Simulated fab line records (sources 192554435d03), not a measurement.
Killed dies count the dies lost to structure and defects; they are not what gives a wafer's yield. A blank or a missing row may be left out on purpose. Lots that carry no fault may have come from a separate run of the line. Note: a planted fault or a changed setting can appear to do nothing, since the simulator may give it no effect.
Problem report, 8D (eight disciplines) form, completed by code || flow n5Finfet || the parts of the form that need people (team, actions taken, sign-off) are left out

== 1. PROBLEM STATEMENT ==
Mean of runLengthS at N5_BEOL_M4_CO_CAP_55: 83.0 s across 2 wafers in 2 lots; on wafers with no fault it is 125.1 s (standard deviation 0.4). So: -99 or more standard deviations from the usual mean.
The step: material Co, precursor CCTBA/H2, target thk 2 nm, time 102.1 s.
First seen on wafer L858.6, day 9 11:32, on cvdCo-02. The record holds 30 wafers of 10 lots with a number at this step. The rule behind "out" and "out of limits": a value lying over 4 standard deviations away from the usual mean. The rest of the wafers with a number are treated as sound.

== 2. WHAT IT IS AND WHAT IT IS NOT ==
{"question": "which readings at this step", "is": "runLengthS", "is not": "heaterPowerW"}
{"question": "which lots", "is": "L858, L859", "is not": "L852, L853, L867, L870, L871, L872, L873, L874"}
{"question": "which wafers of those lots", "is": "L858.6, L859.5", "is not": "L858.3, L858.4, L859.3, L859.4"}
{"question": "read on which tools", "is": "cvdCo-02", "is not": "cvdCo-01"}
{"question": "when", "is": "from day 9 11:32", "is not": "up to then (8 sound wafers); but 20 sound wafers of L859, L867, L870, L871, L872, L873, L874 came after"}

== 3. WHAT RULES OUT EACH SUSPECT ==
Counting: any tool at a process step up to the reading remains a suspect provided it ran every lot that is out. Sound lots after the first of them don't rule it out here, since some wafers of a struck lot are sound.
- cvdCo-02 at N5_BEOL_M4_PRE_CLEAN_60 (time 15 s): kept. It ran every lot that is out, first L858 (day 9 11:29); its last sound lot up to then is L852 (day 8 09:44).
- cvdCo-02 at N5_BEOL_M4_CO_CAP_55 (material Co, precursor CCTBA/H2, target thk 2 nm, time 102.1 s): kept. It ran every lot that is out, first L858 (day 9 11:32); its last sound lot up to then is L852 (day 8 09:46). Its own readings are out on those wafers: runLengthS.
Left after counting: cvdCo-02 at N5_BEOL_M4_PRE_CLEAN_60, cvdCo-02 at N5_BEOL_M4_CO_CAP_55.

== 4. THE CAUSE (what the simulator had put in) ==
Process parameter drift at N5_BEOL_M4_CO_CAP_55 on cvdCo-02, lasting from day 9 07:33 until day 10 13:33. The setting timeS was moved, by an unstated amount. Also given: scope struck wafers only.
Counting left 2 suspects, and this tool is among them.

== 5. THE CHAIN OF EFFECTS, in route order ==
Each row: a reading where the mean over the struck wafers with a number is more than 3 standard deviations away from the usual. Scope: only readings with a usual standard deviation given in the record; hours: median across lots of the time from each lot's start at the first step in this table that gives one to its start at this step; sigmas: change in usual standard deviations.
{"hours": 0, "step": "N5_BEOL_M4_CO_CAP_55", "reading": "runLengthS", "usual": "125.1 s", "on struck wafers": 83.0, "change": -42.1, "sigmas": "-99 or more"}
Here are the process steps it includes:
- N5_BEOL_M4_CO_CAP_55: material Co, precursor CCTBA/H2, target thk 2 nm, time 102.1 s.
Readings that are blank on the struck wafers while sound wafers have them: susceptorTempC at N5_BEOL_M4_CO_CAP_55.
Later steps that measure or inspect, where all struck wafers having a row at the step show a number for every such reading and not one has moved that far: N5_BEOL_M4_RC_MEAS_101.

== 6. HOW IT WOULD HAVE BEEN CAUGHT EARLIER ==
First out-of-limits reading in this record: day 9 11:32, which is 4 hours after fault onset at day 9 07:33.
